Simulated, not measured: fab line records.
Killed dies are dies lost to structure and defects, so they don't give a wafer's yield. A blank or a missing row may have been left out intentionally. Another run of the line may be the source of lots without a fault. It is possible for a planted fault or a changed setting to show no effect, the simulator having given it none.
fab line records + flow nandHarc
record
- lots=6
- wafers=18
- lastDay=32
route steps=1302 shown THIN_TSV@1250 END@1302
lots with no fault: from the same line, run without faults
startH: start of the lot's first displayed wafer, in hours after the record's first day + waitH: time in hours since the lot's previous step + " identical to the entry in the row above + L1.1+2: several wafers, shown together as one row + - value missing, or start not given + * or withheld: withheld + < > ~ a bound
route shown NAME@n: a module of which the file shows steps, and the number in the route of the first + usual: mean and standard deviation over wafers with no fault + same: alike in all rows + chamber/n: place in a boat + sites: per-site readings + _std_site: the values' standard deviation + _edge_site: outer sites' mean less inner sites' + radiusMm: for every site, how far away it sits from the centre of the wafer + mask NAME#n: copy n + behind: tool/chamber where the wafer was last shaped + hold: cause of the lot's hold/its duration in hours/its outcome + device: whichever transistor did not switch (one of n, p or np) + end of line: the tests these same wafers got at the end of their route + where a step has no rows: the recipe by itself + killed: dies lost to structure and defects at the first sort, not the wafer's yield + map: dies across one wafer; x = killed, . = not, _ = none there
set.NAME: the setting the step ran with; set.NAME@STEP: the setting that earlier step ran with + model.NAME: the simulator's own value behind a step, which no gauge read
lots seen at some steps along the route; tables by step, rows by wafer
services: the hour from which a tool's chamber was out of use, counted from the record's first day as startH (under 0 if before that day), plus the number of hours and why
## steps
# step NHARC_THIN_TSV_DEP_43
# recipe
- targetThkA=13285
- tempC=withheld
- pressureTorr=6.5
- rfW=900
- teosFlowSccm=161.4
- flowSccm=2650
- targetThkNm=1328.5
- gas=O2
- material=SiO2
# usual
- throttleValvePct=15.9/0.64
| lot.wafer | tool     | chamber | startH | waitH | throttleValvePct |
|-----------|----------|---------|--------|-------|------------------|
| L121.3    | pecvd-02 | 0       | 574.34 | -     | 15.5             |
| L121.2    | "        | 1       | "      | "     | 16.2             |
| L121.6    | "        | 2       | "      | "     | 16.4             |
| L124.2    | pecvd-02 | 2       | 611.98 | -     | 16.5             |
| L124.5    | "        | 0       | "      | "     | 16.0             |
| L124.6    | "        | 2       | "      | "     | 16.8             |
| L126.1    | pecvd-01 | 1       | 632.02 | -     | 17.2             |
| L126.2    | "        | 0       | "      | "     | 16.3             |
| L126.6    | "        | 2       | "      | "     | 14.9             |
| L133.2    | pecvd-03 | 0       | 682.46 | -     | 15.4             |
| L133.3    | "        | 1       | "      | "     | 15.8             |
| L133.4    | "        | 0       | "      | "     | 15.6             |
| L135.3    | pecvd-03 | 2       | 726.49 | -     | 15.9             |
| L135.5    | "        | 2       | "      | "     | 16.1             |
| L135.6    | "        | 1       | "      | "     | 15.6             |
| L139.1    | pecvd-01 | 1       | 756.41 | -     | 16.3             |
| L139.3    | "        | 2       | "      | "     | 14.6             |
| L139.2    | "        | 0       | "      | "     | 16.1             |
# step NHARC_THIN_TSV_DEHYDRATE_04
# recipe
- tempC=150
- timeS=120
# step NHARC_THIN_TSV_HMDS_05
# recipe
- timeS=30
# step NHARC_THIN_TSV_COAT_06
# recipe
- spinRpm=*
# step NHARC_THIN_TSV_SOFTBAKE_07
# recipe
- tempC=122
- timeS=95
# step NHARC_THIN_TSV_EBR_08
# step NHARC_THIN_TSV_EXPOSE_09
# recipe
- na=0.55
- doseMj=30.7
- maskId=TSV
# step NHARC_THIN_TSV_PEB_10
# recipe
- pebTempC=118
- pebTimeS=85
# step NHARC_THIN_TSV_DEVELOP_11
# recipe
- timeS=70
# step NHARC_THIN_TSV_CD_MEAS_12
# recipe
- targetCdNm=1000
- landingEnergyEv=500
# usual
- cdNm=1000.2/1.1
| lot.wafer | tool     | chamber | startH | waitH | cdNm   |
|-----------|----------|---------|--------|-------|--------|
| L121.2    | cdSem-03 | 0       | 575.13 | -     | 1000.1 |
| L121.3    | "        | 0       | "      | "     | 999.3  |
| L121.6    | "        | 0       | "      | "     | 999.2  |
| L124.2    | cdSem-01 | 0       | 612.72 | -     | 999.3  |
| L124.5    | "        | 0       | "      | "     | 998.7  |
| L124.6    | "        | 0       | "      | "     | 1000.1 |
| L126.1    | cdSem-03 | 0       | 632.85 | -     | 999.6  |
| L126.2    | "        | 0       | "      | "     | 1003.4 |
| L126.6    | "        | 0       | "      | "     | 1000.1 |
| L133.2    | cdSem-01 | 0       | 683.30 | -     | 998.7  |
| L133.3    | "        | 0       | "      | "     | 1000.4 |
| L133.4    | "        | 0       | "      | "     | 998.6  |
| L135.3    | cdSem-02 | 0       | 727.33 | -     | 999.0  |
| L135.5    | "        | 0       | "      | "     | 998.7  |
| L135.6    | "        | 0       | "      | "     | 1000.3 |
| L139.1    | cdSem-01 | 0       | 757.23 | -     | 1003.8 |
| L139.2    | "        | 0       | "      | "     | 1000.1 |
| L139.3    | "        | 0       | "      | "     | 1000.9 |
# step NHARC_THIN_TSV_HARDBAKE_13
# recipe
- tempC=125
- timeS=80
# step NHARC_THIN_TSV_DESCUM_14
# recipe
- timeS=3
- o2FlowSccm=200
- arFlowSccm=0
- biasPowerW=0
- chemistry=O2
# usual
- drypumpMotorCurrentA=5.6/0.48
- oesProductAu=1.003/0.0068
- rfVppV=57.9/0.89
- showerheadPlenumPTorr=1.95/0.079
- throttleValvePct=11.312/0.009
| lot.wafer | tool       | chamber | startH | waitH | drypumpMotorCurrentA | oesProductAu | rfHoursCounterH | rfVppV | showerheadPlenumPTorr | throttleValvePct |
|-----------|------------|---------|--------|-------|----------------------|--------------|-----------------|--------|-----------------------|------------------|
| L121.3    | rieDiel-11 | 1       | 575.29 | -     | 4.9                  | 0.997        | 9               | 58.7   | 1.90                  | 11.320           |
| L121.2    | "          | 3       | "      | "     | 6.3                  | 1.019        | 9               | 57.2   | 1.81                  | 11.321           |
| L121.6    | "          | 1       | "      | "     | 4.9                  | 1.004        | -               | 57.2   | 1.90                  | 11.326           |
| L124.2    | rieDiel-04 | 0       | 612.88 | -     | 5.6                  | 0.999        | 4               | 57.4   | 1.86                  | 11.304           |
| L124.5    | "          | 0       | "      | "     | 5.7                  | 1.014        | -               | 59.5   | 1.86                  | 11.317           |
| L124.6    | "          | 1       | "      | "     | 5.9                  | 1.006        | -               | 57.1   | 2.04                  | 11.307           |
| L126.2    | rieDiel-04 | 0       | 633.03 | -     | 5.5                  | 1.014        | 5               | 58.6   | 1.86                  | 11.321           |
| L126.1    | "          | 1       | "      | "     | 5.9                  | 1.011        | 6               | 58.1   | 2.04                  | 11.300           |
| L126.6    | "          | 3       | "      | "     | 5.4                  | 1.001        | -               | 58.8   | 1.95                  | 11.321           |
| L133.4    | rieDiel-11 | 3       | 683.46 | -     | 6.3                  | 0.997        | 4               | 58.6   | 1.81                  | 11.309           |
| L133.3    | "          | 0       | "      | "     | 5.3                  | 1.003        | 4               | 58.1   | 2.01                  | 11.313           |
| L133.2    | "          | 2       | "      | "     | 6.5                  | 1.002        | 5               | 57.6   | 1.97                  | 11.329           |
| L135.3    | rieDiel-04 | 3       | 727.50 | -     | 5.4                  | 1.014        | 0               | 57.1   | 1.95                  | 11.315           |
| L135.5    | "          | 1       | "      | "     | 5.9                  | 1.003        | -               | 58.1   | 2.04                  | 11.312           |
| L135.6    | "          | 2       | "      | "     | 5.7                  | 1.005        | -               | 57.1   | 1.84                  | 11.313           |
| L139.1    | rieDiel-01 | 3       | 757.40 | -     | 5.5                  | 0.996        | 0               | 58.1   | 2.02                  | 11.307           |
| L139.2    | "          | 0       | "      | "     | 4.8                  | 0.998        | 0               | 57.0   | 1.99                  | 11.314           |
| L139.3    | "          | 2       | "      | "     | 5.3                  | 1.001        | 0               | 58.7   | 2.03                  | 11.303           |
# step NHARC_THIN_TSV_ETCH_44
# recipe
- targetDepthA=15942
- timeS=797.1
- cf4FlowSccm=150
- o2FlowSccm=10
- arFlowSccm=0
- rfW=300
- biasW=800
- chemistry=CF4/O2
# usual
- drypumpMotorCurrentA=5.6/0.49
- oesProductAu=1.003/0.0074
- rfVppV=797/4.5
- runLengthS=818.5/0.48
- showerheadPlenumPTorr=1.87/0.072
- throttleValvePct=16.915/0.0093
| lot.wafer | tool       | chamber | startH | waitH | drypumpMotorCurrentA | oesProductAu | rfHoursCounterH | rfVppV | runLengthS | showerheadPlenumPTorr | throttleValvePct |
|-----------|------------|---------|--------|-------|----------------------|--------------|-----------------|--------|------------|-----------------------|------------------|
| L121.2    | rieDiel-11 | 3       | 575.43 | 0.1   | 6.4                  | 1.022        | 9               | 789    | 818.3      | 1.74                  | 16.918           |
| L121.3    | "          | 1       | "      | "     | 4.9                  | 1.008        | 9               | 792    | 818.4      | 1.82                  | 16.921           |
| L121.6    | "          | 3       | "      | "     | 6.3                  | 1.015        | -               | 789    | 818.4      | 1.74                  | 16.915           |
| L124.2    | rieDiel-04 | 2       | 613.08 | 0.2   | 5.7                  | 0.997        | 4               | 792    | 819.2      | 1.77                  | 16.910           |
| L124.5    | "          | 0       | "      | "     | 5.6                  | 1.002        | -               | 793    | 614.5      | 1.79                  | 16.910           |
| L124.6    | "          | 1       | "      | "     | 5.9                  | 1.000        | -               | 801    | 818.4      | 1.95                  | 16.908           |
| L126.2    | rieDiel-04 | 1       | 633.09 | 0.1   | 5.9                  | 0.999        | 6               | 801    | 817.8      | 1.95                  | 16.916           |
| L126.1    | "          | 0       | "      | "     | 5.6                  | 0.996        | 5               | 792    | 613.9      | 1.79                  | 16.883           |
| L126.6    | "          | 2       | "      | "     | 5.7                  | 0.995        | -               | 790    | 819.4      | 1.77                  | 16.926           |
| L133.2    | rieDiel-11 | 2       | 683.54 | 0.1   | 6.5                  | 1.001        | 5               | 799    | 818.9      | 1.88                  | 16.914           |
| L133.4    | "          | 0       | "      | "     | 5.3                  | 1.015        | 4               | 799    | 818.5      | 1.91                  | 16.911           |
| L133.3    | "          | 1       | "      | "     | 4.9                  | 1.012        | 4               | 794    | 818.9      | 1.82                  | 16.910           |
| L135.3    | rieDiel-04 | 2       | 727.74 | 0.2   | 5.7                  | 1.003        | 1               | 788    | 819.0      | 1.77                  | 16.916           |
| L135.6    | "          | 3       | "      | "     | 5.4                  | 1.004        | -               | 796    | 817.8      | 1.87                  | 16.916           |
| L135.5    | "          | 0       | "      | "     | 5.6                  | 1.004        | -               | 792    | 818.6      | 1.79                  | 16.914           |
| L139.1    | rieDiel-01 | 0       | 757.50 | 0.1   | 4.8                  | 1.004        | 0               | 799    | 818.8      | 1.90                  | 16.920           |
| L139.3    | "          | 2       | "      | "     | 5.3                  | 1.017        | 0               | 800    | 818.4      | 1.94                  | 16.914           |
| L139.2    | "          | 3       | "      | "     | 5.5                  | 1.006        | 0               | 799    | 818.8      | 1.93                  | 16.918           |
# step NHARC_THIN_TSV_ETCH_15
# recipe
- targetDepthA=30000
- boschTargetOveretchCycles=2
- boschEtchStepS=2.8
- boschDepStepS=1.2
- boschCycles=14
# usual
- drypumpMotorCurrentA=5.8/0.57
| lot.wafer | tool     | chamber | startH | waitH | drypumpMotorCurrentA | rfHoursCounterH |
|-----------|----------|---------|--------|-------|----------------------|-----------------|
| L121.3    | rieSi-04 | 2       | 575.94 | -     | 5.2                  | 0.3             |
| L121.2    | "        | 0       | "      | "     | 6.6                  | 0.3             |
| L121.6    | "        | 3       | "      | "     | 6.1                  | -               |
| L124.2    | rieSi-03 | 0       | 613.54 | -     | 4.9                  | 0.2             |
| L124.5    | "        | 0       | "      | "     | 4.9                  | -               |
| L124.6    | "        | 1       | "      | "     | 5.3                  | -               |
| L126.2    | rieSi-03 | 0       | 633.67 | -     | 4.9                  | 0.4             |
| L126.1    | "        | 2       | "      | "     | 5.8                  | 0.3             |
| L126.6    | "        | 3       | "      | "     | 5.4                  | -               |
| L133.2    | rieSi-04 | 3       | 684.13 | -     | 6.2                  | 1.1             |
| L133.3    | "        | 1       | "      | "     | 6.5                  | 1.1             |
| L133.4    | "        | 2       | "      | "     | 5.2                  | -               |
| L135.3    | rieSi-03 | 3       | 728.14 | -     | 5.4                  | 1.0             |
| L135.6    | "        | 3       | "      | "     | 5.3                  | -               |
| L135.5    | "        | 0       | "      | "     | 4.9                  | -               |
| L139.2    | rieSi-04 | 0       | 758.21 | -     | 6.6                  | 0.2             |
| L139.1    | "        | 1       | "      | "     | 6.5                  | 0.3             |
| L139.3    | "        | 2       | "      | "     | 5.1                  | 0.3             |
# step NHARC_END_SORT_01
# recipe
- tempC=25
# usual
- defectLimitedYield=91.4/2.4
- killedAtArray=54/16
- killedAtOther=0.6/0.86
- killedAtPeriphery=3.8/2.6
- killedDies=58/16
- killedOpen=3.3/1.8
- killedShort=2.7/1.7
- sort_bin_2_pct=3.1/1.1
- sort_bin_3_pct=0.7/0.39
- sort_bin_4_pct=4.8/1.3
- sortNPass=619/16
- sortRimYieldPct=89/6
- sortYieldPct=91.4/2.4
# same
- grossDies=677
- sort_bin_5_pct[%]=0
- sort_bin_6_pct[%]=0
- sort_bin_7_pct[%]=0
- sort_bin_8_pct[%]=0
- sortRimNGross=106.00
| lot.wafer | tool      | chamber | startH | waitH | defectLimitedYield[%] | killedAtArray | killedAtOther | killedAtPeriphery | killedDies | killedOpen | killedShort | sort_bin_2_pct[%] | sort_bin_3_pct[%] | sort_bin_4_pct[%] | sortNPass | sortRimYieldPct[%] | sortYieldPct[%] |
|-----------|-----------|---------|--------|-------|-----------------------|---------------|---------------|-------------------|------------|------------|-------------|-------------------|-------------------|-------------------|-----------|--------------------|-----------------|
| L121.2    | prober-01 | 0       | 591.34 | 2.8   | 91.3                  | 57            | 0             | 2                 | 59         | 1          | 1           | 4.1               | 1.2               | 3.4               | 618       | 93                 | 91.3            |
| L121.3    | prober-01 | 0       | 592.15 | 3.1   | 90.7                  | 61            | 1             | 1                 | 63         | 4          | 1           | 4.6               | 0.6               | 4.1               | 614       | 100                | 90.7            |
| L121.6    | prober-01 | 0       | 594.58 | 4.1   | 87.9                  | 79            | 1             | 2                 | 82         | 4          | 2           | 4.9               | 0.6               | 6.6               | 595       | 96                 | 87.9            |
| L124.2    | prober-02 | 0       | 628.42 | 2.8   | 89.7                  | 64            | 1             | 5                 | 70         | 3          | 5           | 3.8               | 1.0               | 5.5               | 607       | 88                 | 89.7            |
| L124.5    | prober-02 | 0       | 630.85 | 3.7   | 0                     | 62            | 613           | 2                 | 677        | 3          | 3           | 93.9              | 1.0               | 5.0               | 0         | 0                  | 0               |
| L124.6    | prober-02 | 0       | 631.66 | 4.0   | 88.6                  | 72            | 1             | 4                 | 77         | 2          | 3           | 3.5               | 0.7               | 7.1               | 600       | 97                 | 88.6            |
| L126.1    | prober-01 | 0       | 650.33 | 2.5   | 0                     | 47            | 628           | 2                 | 677        | 5          | 0           | 95.7              | 0.1               | 4.1               | 0         | 0                  | 0               |
| L126.2    | prober-01 | 0       | 651.13 | 2.8   | 93.4                  | 45            | 0             | 0                 | 45         | 2          | 1           | 2.2               | 1.0               | 3.4               | 632       | 92                 | 93.4            |
| L126.6    | prober-01 | 0       | 654.31 | 4.0   | 91.1                  | 56            | 0             | 4                 | 60         | 4          | 2           | 2.7               | 0.4               | 5.8               | 617       | 93                 | 91.1            |
| L133.2    | prober-01 | 0       | 709.37 | 2.8   | 88.2                  | 74            | 1             | 5                 | 80         | 6          | 5           | 4.6               | 1.2               | 6.1               | 597       | 86                 | 88.2            |
| L133.3    | prober-01 | 0       | 710.18 | 3.1   | 88.6                  | 75            | 0             | 2                 | 77         | 3          | 4           | 4.7               | 0.9               | 5.8               | 600       | 90                 | 88.6            |
| L133.4    | prober-01 | 0       | 710.98 | 3.4   | 89.4                  | 70            | 0             | 2                 | 72         | 4          | 3           | 3.8               | 1.2               | 5.6               | 605       | 90                 | 89.4            |
| L135.3    | prober-02 | 0       | 742.73 | 3.1   | 93.6                  | 34            | 0             | 9                 | 43         | 1          | 4           | 1.9               | 0.1               | 4.3               | 634       | 85                 | 93.6            |
| L135.5    | prober-02 | 0       | 744.36 | 3.7   | 92.0                  | 50            | 1             | 3                 | 54         | 4          | 3           | 2.4               | 0.7               | 4.9               | 623       | 84                 | 92.0            |
| L135.6    | prober-02 | 0       | 745.17 | 4.1   | 89.8                  | 58            | 2             | 9                 | 69         | 5          | 2           | 3.1               | 1.0               | 6.1               | 608       | 85                 | 89.8            |
| L139.1    | prober-01 | 0       | 773.18 | 2.5   | 95.9                  | 27            | 1             | 0                 | 28         | 3          | 1           | 1.0               | 0.3               | 2.8               | 649       | 92                 | 95.9            |
| L139.2    | prober-01 | 0       | 773.98 | 2.8   | 95.0                  | 34            | 0             | 0                 | 34         | 0          | 0           | 2.5               | 0.3               | 2.2               | 643       | 92                 | 95.0            |
| L139.3    | prober-01 | 0       | 774.78 | 3.1   | 94.5                  | 31            | 1             | 5                 | 37         | 4          | 5           | 2.2               | 0                 | 3.2               | 640       | 92                 | 94.5            |
# killed by level:class
L121.2 A_CHANNEL_HOLE_D1:chamberFilmFlake=28 A_CHANNEL_HOLE_D2:chamberFilmFlake=19 A_CONTACT:chamberFilmFlake=6 A_CHANNEL_HOLE_D1:geometricParticle:open=1 A_DECK1_JOINT:geometricParticle:short=1 P_STI:chamberFilmFlake=1 P_GATE:chamberFilmFlake=1 A_STAIRCASE:chamberFilmFlake=1
L121.3 A_CHANNEL_HOLE_D2:chamberFilmFlake=26 A_CHANNEL_HOLE_D1:chamberFilmFlake=20 A_CONTACT:chamberFilmFlake=4 A_CHANNEL_FILL_D1:chamberFilmFlake=2 P_STI:chamberFilmFlake=1 A_CHANNEL_FILL_D1:geometricParticle:open=1 A_CHANNEL_FILL_D2:geometricParticle:open=1 A_CONTACT:geometricParticle:open=1
L121.6 A_CHANNEL_HOLE_D1:chamberFilmFlake=36 A_CHANNEL_HOLE_D2:chamberFilmFlake=32 A_DECK1_JOINT:geometricParticle:open=2 A_STAIRCASE:chamberFilmFlake=2 A_CONTACT:chamberFilmFlake=2 P_GATE:geometricParticle:open=1 A_SOURCE_PLATE:geometricParticle:open=1 A_WL_FILL:geometricParticle:short=1
L124.2 A_CHANNEL_HOLE_D1:chamberFilmFlake=27 A_CHANNEL_HOLE_D2:chamberFilmFlake=25 A_DECK1_JOINT:chamberFilmFlake=2 A_CONTACT:chamberFilmFlake=2 P_GATE:geometricParticle:open=1 P_CONTACT:geometricParticle:short=1 P_M0:geometricParticle:short=1 A_ONON_D1:geometricParticle:open=1
L124.5 THIN_TSV:areaEtch=611 A_CHANNEL_HOLE_D1:chamberFilmFlake=29 A_CHANNEL_HOLE_D2:chamberFilmFlake=25 A_WL_FILL:chamberFilmFlake=2 THIN_TSV:chamberFilmFlake=2 P_CONTACT:geometricParticle:open=1 P_M0:geometricParticle:short=1 A_ONON_D1:geometricParticle:open=1
L124.6 A_CHANNEL_HOLE_D1:chamberFilmFlake=33 A_CHANNEL_HOLE_D2:chamberFilmFlake=29 P_M2:chamberFilmFlake=2 A_CHANNEL_FILL_D2:chamberFilmFlake=2 A_WL_FILL:chamberFilmFlake=2 P_CONTACT:geometricParticle:short=1 A_SOURCE_PLATE:geometricParticle:short=1 A_ONON_D2:geometricParticle:short=1
L126.1 THIN_TSV:areaEtch=628 A_CHANNEL_HOLE_D2:chamberFilmFlake=32 A_CONTACT:chamberFilmFlake=4 A_STAIRCASE:chamberFilmFlake=3 A_CHANNEL_HOLE_D1:chamberFilmFlake=2 A_WL_FILL:chamberFilmFlake=2 P_CONTACT:geometricParticle:open=1 P_M0:geometricParticle:open=1
L126.2 A_CHANNEL_HOLE_D2:chamberFilmFlake=30 A_CHANNEL_HOLE_D1:chamberFilmFlake=4 A_SLIT:chamberFilmFlake=3 A_CONTACT:chamberFilmFlake=3 A_CHANNEL_HOLE_D1:geometricParticle:open=1 A_CHANNEL_FILL_D1:geometricParticle:open=1 A_WL_FILL:geometricParticle:short=1 A_STAIRCASE:chamberFilmFlake=1
L126.6 A_CHANNEL_HOLE_D2:chamberFilmFlake=35 A_CONTACT:chamberFilmFlake=8 A_CHANNEL_HOLE_D1:chamberFilmFlake=4 A_CHANNEL_FILL_D1:geometricParticle:open=2 A_SLIT:chamberFilmFlake=2 A_WL_FILL:chamberFilmFlake=2 P_GATE:geometricParticle:short=1 P_CONTACT:geometricParticle:open=1
L133.2 A_CHANNEL_HOLE_D1:chamberFilmFlake=33 A_SLIT:chamberFilmFlake=14 A_CHANNEL_HOLE_D2:chamberFilmFlake=7 A_STAIRCASE:chamberFilmFlake=4 A_WL_FILL:geometricParticle:short=3 A_CONTACT:chamberFilmFlake=3 P_CONTACT:geometricParticle:open=2 P_ZERO_WELL:chamberFilmFlake=2
L133.3 A_CHANNEL_HOLE_D1:chamberFilmFlake=33 A_SLIT:chamberFilmFlake=10 A_CHANNEL_HOLE_D2:chamberFilmFlake=9 A_STAIRCASE:chamberFilmFlake=5 A_WL_FILL:chamberFilmFlake=3 A_CONTACT:chamberFilmFlake=3 A_DECK1_JOINT:chamberFilmFlake=2 A_ONON_D1:geometricParticle:short=1
L133.4 A_CHANNEL_HOLE_D1:chamberFilmFlake=31 A_CHANNEL_HOLE_D2:chamberFilmFlake=11 A_SLIT:chamberFilmFlake=10 A_STAIRCASE:chamberFilmFlake=4 A_M0:geometricParticle:open=2 A_DECK1_JOINT:chamberFilmFlake=2 A_WL_FILL:chamberFilmFlake=2 A_CONTACT:chamberFilmFlake=2
L135.3 A_CHANNEL_HOLE_D2:chamberFilmFlake=13 A_CHANNEL_HOLE_D1:chamberFilmFlake=7 A_SGD_CUT:chamberFilmFlake=5 P_CONTACT:chamberFilmFlake=3 A_SLIT:chamberFilmFlake=3 P_GATE:chamberFilmFlake=2 A_CONTACT:chamberFilmFlake=2 P_CONTACT:geometricParticle:short=1
L135.5 A_CHANNEL_HOLE_D2:chamberFilmFlake=14 A_CHANNEL_HOLE_D1:chamberFilmFlake=11 A_SLIT:chamberFilmFlake=8 A_CONTACT:chamberFilmFlake=4 A_SGD_CUT:chamberFilmFlake=3 A_WL_FILL:chamberFilmFlake=3 A_CONTACT:geometricParticle:open=2 A_BLC:geometricParticle:short=2
L135.6 A_CHANNEL_HOLE_D2:chamberFilmFlake=23 A_CHANNEL_HOLE_D1:chamberFilmFlake=10 A_SLIT:chamberFilmFlake=9 P_CONTACT:chamberFilmFlake=5 A_SGD_CUT:chamberFilmFlake=4 A_BLC:geometricParticle:open=2 P_ZERO_WELL:chamberFilmFlake=2 A_CONTACT:chamberFilmFlake=2
L139.1 A_CHANNEL_HOLE_D1:chamberFilmFlake=9 A_SLIT:chamberFilmFlake=6 A_M1:chamberFilmFlake=3 A_CHANNEL_HOLE_D2:chamberFilmFlake=2 A_ONON_D1:geometricParticle:short=1 A_CHANNEL_FILL_D1:geometricParticle:open=1 A_CONTACT:geometricParticle:open=1 A_M1:geometricParticle:open=1
L139.2 A_CHANNEL_HOLE_D1:chamberFilmFlake=12 A_SLIT:chamberFilmFlake=9 A_STAIRCASE:chamberFilmFlake=3 A_M1:chamberFilmFlake=3 A_ZERO_WELL:chamberFilmFlake=2 A_WL_FILL:chamberFilmFlake=2 A_CONTACT:chamberFilmFlake=2 A_CHANNEL_HOLE_D2:chamberFilmFlake=1
L139.3 A_CHANNEL_HOLE_D1:chamberFilmFlake=12 A_CONTACT:chamberFilmFlake=4 A_SLIT:chamberFilmFlake=3 A_M1:chamberFilmFlake=3 P_M0:geometricParticle:open=2 A_ONON_D2:geometricParticle:short=2 A_WL_FILL:chamberFilmFlake=2 P_M0:geometricParticle:short=1
# map L124.5 (x killed, . not)
____________x____________
_________xxxxxxx_________
_______xxxxxxxxxxx_______
______xxxxxxxxxxxxx______
_____xxxxxxxxxxxxxxx_____
____xxxxxxxxxxxxxxxxx____
____xxxxxxxxxxxxxxxxx____
___xxxxxxxxxxxxxxxxxxx___
___xxxxxxxxxxxxxxxxxxx___
__xxxxxxxxxxxxxxxxxxxxx__
__xxxxxxxxxxxxxxxxxxxxx__
_xxxxxxxxxxxxxxxxxxxxxxx_
_xxxxxxxxxxxxxxxxxxxxxxx_
_xxxxxxxxxxxxxxxxxxxxxxx_
_xxxxxxxxxxxxxxxxxxxxxxx_
_xxxxxxxxxxxxxxxxxxxxxxx_
xxxxxxxxxxxxxxxxxxxxxxxxx
xxxxxxxxxxxxxxxxxxxxxxxxx
xxxxxxxxxxxxxxxxxxxxxxxxx
xxxxxxxxxxxxxxxxxxxxxxxxx
xxxxxxxxxxxxxxxxxxxxxxxxx
_xxxxxxxxxxxxxxxxxxxxxxx_
_xxxxxxxxxxxxxxxxxxxxxxx_
_xxxxxxxxxxxxxxxxxxxxxxx_
_xxxxxxxxxxxxxxxxxxxxxxx_
_xxxxxxxxxxxxxxxxxxxxxxx_
__xxxxxxxxxxxxxxxxxxxxx__
__xxxxxxxxxxxxxxxxxxxxx__
___xxxxxxxxxxxxxxxxxxx___
___xxxxxxxxxxxxxxxxxxx___
____xxxxxxxxxxxxxxxxx____
____xxxxxxxxxxxxxxxxx____
_____xxxxxxxxxxxxxxx_____
______xxxxxxxxxxxxx______
_______xxxxxxxxxxx_______
_________xxxxxxx_________
____________x____________
# map L126.1 (x killed, . not)
____________x____________
_________xxxxxxx_________
_______xxxxxxxxxxx_______
______xxxxxxxxxxxxx______
_____xxxxxxxxxxxxxxx_____
____xxxxxxxxxxxxxxxxx____
____xxxxxxxxxxxxxxxxx____
___xxxxxxxxxxxxxxxxxxx___
___xxxxxxxxxxxxxxxxxxx___
__xxxxxxxxxxxxxxxxxxxxx__
__xxxxxxxxxxxxxxxxxxxxx__
_xxxxxxxxxxxxxxxxxxxxxxx_
_xxxxxxxxxxxxxxxxxxxxxxx_
_xxxxxxxxxxxxxxxxxxxxxxx_
_xxxxxxxxxxxxxxxxxxxxxxx_
_xxxxxxxxxxxxxxxxxxxxxxx_
xxxxxxxxxxxxxxxxxxxxxxxxx
xxxxxxxxxxxxxxxxxxxxxxxxx
xxxxxxxxxxxxxxxxxxxxxxxxx
xxxxxxxxxxxxxxxxxxxxxxxxx
xxxxxxxxxxxxxxxxxxxxxxxxx
_xxxxxxxxxxxxxxxxxxxxxxx_
_xxxxxxxxxxxxxxxxxxxxxxx_
_xxxxxxxxxxxxxxxxxxxxxxx_
_xxxxxxxxxxxxxxxxxxxxxxx_
_xxxxxxxxxxxxxxxxxxxxxxx_
__xxxxxxxxxxxxxxxxxxxxx__
__xxxxxxxxxxxxxxxxxxxxx__
___xxxxxxxxxxxxxxxxxxx___
___xxxxxxxxxxxxxxxxxxx___
____xxxxxxxxxxxxxxxxx____
____xxxxxxxxxxxxxxxxx____
_____xxxxxxxxxxxxxxx_____
______xxxxxxxxxxxxx______
_______xxxxxxxxxxx_______
_________xxxxxxx_________
____________x____________
## services
| tool       | chamber | startH | hours | kind   |
|------------|---------|--------|-------|--------|
| rieDiel-01 | -       | 557.80 | 9.0   | pm     |
| rieDiel-04 | 0       | 565.40 | -     | clean  |
| rieDiel-04 | 1       | 565.40 | -     | clean  |
| pecvd-03   | 0       | 568.05 | 28.5  | repair |
| rieDiel-11 | 1       | 569.09 | 6.0   | repair |
| rieSi-03   | -       | 575.00 | 9.0   | pm     |
| rieSi-04   | -       | 594.13 | 0.4   | repair |
| rieSi-04   | 0       | 599.76 | 132.3 | repair |
| rieDiel-11 | -       | 609.56 | 9.0   | pm     |
| pecvd-02   | -       | 612.69 | 13.0  | pm     |
| rieDiel-01 | 2       | 631.27 | 1.3   | repair |
| rieSi-04   | -       | 634.47 | 0.3   | repair |
| pecvd-02   | 1       | 642.69 | 4.1   | repair |
| rieDiel-04 | 3       | 649.65 | 5.8   | repair |
| pecvd-02   | 1       | 658.17 | 4.2   | repair |
| pecvd-01   | -       | 673.32 | 13.0  | pm     |
| rieSi-04   | -       | 696.00 | 9.0   | pm     |
| rieDiel-11 | 3       | 699.31 | 1.8   | repair |
| rieDiel-04 | -       | 708.90 | 9.0   | pm     |
| pecvd-01   | 2       | 725.01 | 21.1  | repair |
| pecvd-03   | -       | 728.69 | 13.0  | pm     |
| rieDiel-01 | -       | 734.80 | 9.0   | pm     |
| pecvd-02   | 0       | 736.49 | 4.0   | repair |
| rieSi-03   | -       | 752.00 | 9.0   | pm     |
## key
firstSign
- step=NHARC_THIN_TSV_ETCH_44
- reading=runLengthS
- direction=down
- sigmas=99+
- usual=*
- struck=*
effect
- step=NHARC_END_SORT_01
- reading=killedAtOther
- direction=up
- sigmas=99+
- usual=0.6
- struck=620.5
moreKillsBornAt
- NHARC_THIN_TSV_ETCH_44@rieDiel-04=1239
metAt NHARC_THIN_TSV_ETCH_44
struckWafers L124.5,L126.1
laterRowsLeftOut L124.5,L126.1
fault
- kind=processParameterDrift
- tool=rieDiel-04
- chamber=0
- onsetH=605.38
- steps=NHARC_THIN_TSV_ETCH_44
- channel=timeS
- offset=*
- shape=step
- endH=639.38
- actsIn=*
- stated=*
# laterRowsLeftOut: the simulator's readings of these wafers behind a module that went badly wrong aren't trusted and aren't shown, but for the sort
